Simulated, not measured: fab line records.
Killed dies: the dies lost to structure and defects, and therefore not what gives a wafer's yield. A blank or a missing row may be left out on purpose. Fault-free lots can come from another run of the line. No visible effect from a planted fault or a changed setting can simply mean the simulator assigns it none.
2 desks, one fault -- flow n5Finfet -- each desk has only its own numbers; what lay behind them comes last

## THE METROLOGY DESK
Means of the sampled wafers that have a number, per lot and without regard to the tool the lot ran on: this is what the gauges read. The brackets show how far a lot's mean lies from the usual mean; more than 4 standard deviations puts the lot out of limits, marked OUT. Only the readings that lie furthest out on some lot appear, 7 of the 10 it has.
Columns: A = IOFF_P at N5_BEOL_M4_RC_MEAS_101, usual 0.24 nA/um; B = ION_N at N5_BEOL_M4_RC_MEAS_101, usual 677 uA/um; C = ION_P at N5_BEOL_M4_RC_MEAS_101, usual 464 uA/um; D = SS_N at N5_BEOL_M4_RC_MEAS_101, usual 72.0 mV/dec; E = SS_P at N5_BEOL_M4_RC_MEAS_101, usual 73.6 mV/dec; F = VT_N at N5_BEOL_M4_RC_MEAS_101, usual 249 mV; G = VT_P at N5_BEOL_M4_RC_MEAS_101, usual -249 mV
lot,first seen here,A,B,C,D,E,F,G
L364,day 8 02:11,0.24,679,462,72.8,74.4,249,-250
L365,day 8 05:43,0.20,684,468,72.3,73.2,250,-252
L366,day 8 13:19,0.22,664,453,72.4,74.1,250,-253
L367,day 8 14:33,0.24,669,467,71.6,73.5,250,-247
L369,day 9 10:41,0.24,671,465,71.7,74.1,249,-248
L370,day 9 12:52,0.24,662,456,71.2,73.6,250,-250
L373,day 10 09:12,0.23,666,460,72.1,74.0,251,-248
L377,day 11 05:02,0.24,680,463,72.6,73.0,250,-248
L378,day 11 08:13,0.28,678,464,72.0,73.9,248,-248
L385,day 13 17:25,0.24,684,465,72.2,74.1,245,-251
L386,day 13 19:04,0.20,667,454,72.2,73.4,249,-252
This desk's finding: nothing out of limits on any of the 11 lots.

## THE TOOL OWNER'S DESK: aldSin-04
The tool's own readings at N5_SPACER0_ALD_07 (deposits SiNx, target thk 2 nm): means of the sampled wafers that have a number, for each lot that ran on this tool. The brackets show how far a lot's mean lies from the usual mean; more than 4 standard deviations puts the lot out of limits, marked OUT.
Columns: A = heaterPowerW at N5_SPACER0_ALD_07, usual 808 W
lot,first seen here,A
L365,day 3 15:14,798
L366,day 3 20:18,788
L367,day 4 01:47,826
L370,day 4 19:56,911
L373,day 5 13:05,900
L377,day 6 12:49,911
L378,day 6 18:02,726
This desk's finding: nothing out of limits on any of the 7 lots.

## TAKEN TOGETHER
The metrology desk saw nothing out of limits.
The tool owner's desk saw nothing out of limits.

## WHAT HAD BEEN PUT IN BY THE SIMULATOR
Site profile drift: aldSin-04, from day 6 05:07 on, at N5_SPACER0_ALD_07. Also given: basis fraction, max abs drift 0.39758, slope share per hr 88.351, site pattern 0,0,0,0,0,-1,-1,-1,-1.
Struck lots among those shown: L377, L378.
